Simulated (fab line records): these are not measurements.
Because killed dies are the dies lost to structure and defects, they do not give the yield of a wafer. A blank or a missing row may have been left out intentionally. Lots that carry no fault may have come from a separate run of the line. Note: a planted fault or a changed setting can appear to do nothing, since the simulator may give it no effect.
The tool behind it: which one? | flow n5_finfet | Sampling: 11 lots, 29 wafers, 5 of 1938 route steps

== WHAT THE GAUGES SHOWED, per wafer ==
N5_HKMG_FIN_CD_MEAS_12 targets a cd of 92.8 nm. Usual: cd_nm at 92.5 nm, with a standard deviation of 0.62.
lot  | measured     | on        | cd_nm (nm)     | flag
L860 | day 4 10:45  | cd_sem-03 | 92.1 92.3 91.7 |
L862 | day 4 21:32  | cd_sem-03 | 92.2 92.2 92.8 |
L863 | day 5 02:49  | cd_sem-02 | 92.3 92.6 92.8 |
L865 | day 5 13:34  | cd_sem-02 | 92.6 92.3 92.8 |
L866 | day 5 20:55  | cd_sem-01 | 92.2 93.4 93.3 |
L872 | day 7 09:12  | cd_sem-03 | 92.3 92.0 92.3 |
L874 | day 7 22:38  | cd_sem-03 | 92.9 92.3      |
L876 | day 8 09:56  | cd_sem-02 | 91.7 92.6      |
L879 | day 9 08:40  | cd_sem-02 | 92.7 92.7      |
L881 | day 9 18:31  | cd_sem-03 | 91.2 91.3 92.2 |
L882 | day 10 03:40 | cd_sem-02 | 93.1 92.9      |

N5_BEOL_M4_RC_MEAS_101. Usual: DIBL_N 35.8 mV/V, standard deviation 1.6; DIBL_P 35.6 mV/V, standard deviation 2; IOFF_N 0.15 nA/um, standard deviation 0.031; IOFF_P 0.20 nA/um, standard deviation 0.033; ION_N 668 uA/um, standard deviation 12; ION_P 459 uA/um, standard deviation 6.8; SS_N 71.4 mV/dec, standard deviation 0.53; SS_P 73.1 mV/dec, standard deviation 0.63; VT_N 250 mV, standard deviation 3.5; VT_P -251 mV, standard deviation 3.
lot  | measured     | on        | DIBL_N (mV/V)  | DIBL_P (mV/V)  | IOFF_N (nA/um) | IOFF_P (nA/um) | ION_N (uA/um) | ION_P (uA/um) | SS_N (mV/dec)  | SS_P (mV/dec)  | VT_N (mV)   | VT_P (mV)      | flag
L860 | day 13 18:17 | prober-01 | 34.5 35.5 36.9 | 34.8 36.2 37.5 | 0.12 0.15 0.17 | 0.19 0.21 0.24 | 645 676 672   | 443 459 464   | 70.6 71.5 71.9 | 73.0 72.9 73.6 | 255 250 248 | -254 -250 -250 |
L862 | day 14 20:15 | prober-02 | 35.0 37.2 33.3 | 34.9 37.6 33.1 | 0.13 0.18 0.12 | 0.16 0.21 0.15 | 664 681 653   | 447 462 454   | 71.4 71.7 71.0 | 72.5 73.3 72.2 | 252 248 254 | -256 -254 -256 |
L863 | day 14 04:38 | prober-01 | 33.3 34.9 34.7 | 32.8 34.0 33.7 | 0.11 0.13 0.12 | 0.16 0.17 0.18 | 662 662 667   | 455 452 458   | 71.1 71.9 71.4 | 72.4 72.8 73.2 | 254 253 253 | -253 -253 -254 |
L865 | day 16 00:29 | prober-02 | 36.1 38.3 38.4 | 32.6 34.5 35.5 | 0.14 0.16 0.17 | 0.18 0.21 0.22 | 660 658 670   | 455 450 461   | 72.3 72.0 72.3 | 73.0 73.9 73.8 | 251 249 246 | -251 -250 -249 |
L866 | day 17 03:42 | prober-01 | 34.6 34.2 33.9 | 34.7 34.0 34.0 | 0.12 0.12 0.12 | 0.17 0.17 0.17 | 643 657 644   | 449 455 451   | 70.8 70.2 70.4 | 71.9 72.0 72.1 | 258 255 256 | -252 -253 -254 |
L872 | day 17 15:24 | prober-02 | 32.8 33.6 33.8 | 34.8 34.3 34.6 | 0.14 0.14 0.14 | 0.19 0.19 0.19 | 667 663 669   | 465 459 458   | 71.3 71.6 70.6 | 72.9 72.9 73.2 | 251 252 250 | -252 -251 -252 |
L874 | day 18 06:48 | prober-01 | 36.5 35.1      | 37.1 34.5      | 0.18 0.14      | 0.24 0.20      | 687 647       | 463 450       | 71.7 71.2      | 74.2 73.0      | 249 254     | -249 -252      |
L876 | day 17 15:50 | prober-01 | 37.3 37.7      | 37.3 38.8      | 0.18 0.19      | 0.22 0.25      | 671 685       | 457 466       | 71.7 72.4      | 74.1 74.2      | 247 246     | -250 -248      |
L879 | day 20 04:23 | prober-01 | 37.8 35.0      | 36.4 33.0      | 0.16 0.11      | 0.20 0.16      | 659 663       | 456 457       | 72.2 71.0      | 74.3 72.4      | 248 254     | -253 -254      |
L881 | day 20 05:26 | prober-02 | 35.9 35.6 33.5 | 35.3 34.6 32.1 | 0.15 0.13 0.10 | 0.19 0.19 0.15 | 686 659 648   | 472 458 450   | 71.0 71.7 71.4 | 72.7 72.8 72.0 | 247 251 256 | -250 -251 -255 |
L882 | day 20 12:02 | prober-01 | 38.3 38.3      | 39.7 39.2      | 0.23 0.22      | 0.28 0.27      | 708 685       | 480 465       | 71.9 71.4      | 73.8 74.4      | 243 244     | -245 -244      |

== TOOL THAT RAN EACH LOT (tool first, then ch and the chambers of the sampled wafers, then the start) ==
lot  | N5_HKMG_FIN_ALD_91                 | N5_HKMG_FIN_NWFM_ALD_20            | N5_HKMG_FIN_ALD_21
L860 | ald_metal-01 ch 2,3, day 4 11:49   | ald_metal-01 ch 1,2, day 4 12:52   | ald_metal-04 ch 2,3, day 4 14:03
L862 | ald_metal-01 ch 1,3, day 4 22:36   | ald_metal-02 ch 2,3, day 4 23:34   | ald_metal-04 ch 1,3, day 5 00:55
L863 | ald_metal-01 ch 0,1, day 5 03:54   | ald_metal-02 ch 0,1,3, day 5 04:52 | ald_metal-02 ch 0,1,2, day 5 06:05
L865 | ald_metal-04 ch 0,3, day 5 14:54   | ald_metal-01 ch 1,2, day 5 15:59   | ald_metal-01 ch 0,1,3, day 5 17:10
L866 | ald_metal-01 ch 0,1,3, day 5 22:09 | ald_metal-04 ch 1,2,3, day 5 23:09 | ald_metal-01 ch 1,2,3, day 6 00:20
L872 | ald_metal-01 ch 0,1, day 7 10:16   | ald_metal-04 ch 0,1, day 7 11:14   | ald_metal-02 ch 0,1,2, day 7 12:25
L874 | ald_metal-01 ch 2,3, day 8 00:32   | ald_metal-02 ch 1,3, day 8 01:32   | ald_metal-02 ch 0,1, day 8 02:46
L876 | ald_metal-01 ch 0,1, day 8 11:01   | ald_metal-04 ch 3, day 8 11:59     | ald_metal-02 ch 2,3, day 8 13:19
L879 | ald_metal-02 ch 0,2, day 9 10:04   | ald_metal-01 ch 1,2, day 9 11:04   | ald_metal-04 ch 2,3, day 9 12:19
L881 | ald_metal-04 ch 0,1, day 9 19:35   | ald_metal-01 ch 0,1,3, day 9 20:34 | ald_metal-02 ch 0,3, day 9 21:45
L882 | ald_metal-02 ch 1,2, day 10 04:44  | ald_metal-04 ch 0,1, day 10 05:45  | ald_metal-01 ch 0,3, day 10 06:56
- N5_HKMG_FIN_ALD_91: deposits TiN, target thk 1 nm, pulse time 1 s, purge time 3 s.
- N5_HKMG_FIN_NWFM_ALD_20: deposits TiAlC, target thk 2 nm, pulse time 3 s, purge time 2 s.
- N5_HKMG_FIN_ALD_21: deposits TiN, target thk 1.5 nm, pulse time 1 s, purge time 3 s.

== AS READ BY THE TOOLS THEMSELVES (means over the sampled wafers that have a number; for cases with no such wafer, the mark the record gives instead) ==
N5_HKMG_FIN_ALD_91. Usual: heater_power_w 844 W, standard deviation 62; precursor_pulse_height_rel 0.998, standard deviation 0.019.
lot  | tool         | heater_power_w (W) | precursor_pulse_height_rel | flag
L860 | ald_metal-01 | 936                | 0.991                      |
L862 | ald_metal-01 | 902                | 0.998                      |
L863 | ald_metal-01 | 861                | 0.991                      |
L865 | ald_metal-04 | 791                | 1.008                      |
L866 | ald_metal-01 | 899                | 0.978                      |
L872 | ald_metal-01 | 854                | 1.001                      |
L874 | ald_metal-01 | 904                | 1.001                      |
L876 | ald_metal-01 | 866                | 0.976                      |
L879 | ald_metal-02 | 830                | 0.986                      |
L881 | ald_metal-04 | 707                | 1.009                      |
L882 | ald_metal-02 | 842                | 1.013                      |

N5_HKMG_FIN_NWFM_ALD_20. Usual: heater_power_w 465 W, standard deviation 36; precursor_pulse_height_rel 1.000, standard deviation 0.021.
lot  | tool         | heater_power_w (W) | precursor_pulse_height_rel | flag
L860 | ald_metal-01 | 483                | 1.000                      |
L862 | ald_metal-02 | 483                | 1.008                      |
L863 | ald_metal-02 | 472                | 1.014                      |
L865 | ald_metal-01 | 488                | 0.995                      |
L866 | ald_metal-04 | 459                | 0.993                      |
L872 | ald_metal-04 | 403                | 0.999                      |
L874 | ald_metal-02 | 476                | 0.996                      |
L876 | ald_metal-04 | 468                | 1.010                      |
L879 | ald_metal-01 | 494                | 0.985                      |
L881 | ald_metal-01 | 496                | 1.004                      |
L882 | ald_metal-04 | 410                | 1.007                      |

N5_HKMG_FIN_ALD_21. Usual: heater_power_w 843 W, standard deviation 55; precursor_pulse_height_rel 1.000, standard deviation 0.02.
lot  | tool         | heater_power_w (W) | precursor_pulse_height_rel | flag
L860 | ald_metal-04 | 845                | 0.992                      |
L862 | ald_metal-04 | 797                | 0.992                      |
L863 | ald_metal-02 | 831                | 1.015                      |
L865 | ald_metal-01 | 884                | 0.995                      |
L866 | ald_metal-01 | 908                | 1.000                      |
L872 | ald_metal-02 | 830                | 0.989                      |
L874 | ald_metal-02 | 826                | 1.010                      |
L876 | ald_metal-02 | 864                | 0.994                      |
L879 | ald_metal-04 | 848                | 1.014                      |
L881 | ald_metal-02 | 868                | 1.012                      |
L882 | ald_metal-01 | 894                | 0.990                      |

== THE ANSWER, worked out from the rows above alone ==
Rule: lot off if the mean of its wafers having a number is beyond 3 standard deviations from the usual mean. A lot without any number at a reading at which 4 lots or more have one is off too. Any other lot the step has rows for is counted as sound. After the gauges, taken in route order, come the tools' own readings; for these a lot's mean is taken, as printed above. At the first step where some lot is off, the reading lying furthest off is the one used; lots without a number count as furthest.
Across all readings shown, no lot is off: no conclusion can be drawn from this.

== WHAT HAD BEEN PUT IN BY THE SIMULATOR ==
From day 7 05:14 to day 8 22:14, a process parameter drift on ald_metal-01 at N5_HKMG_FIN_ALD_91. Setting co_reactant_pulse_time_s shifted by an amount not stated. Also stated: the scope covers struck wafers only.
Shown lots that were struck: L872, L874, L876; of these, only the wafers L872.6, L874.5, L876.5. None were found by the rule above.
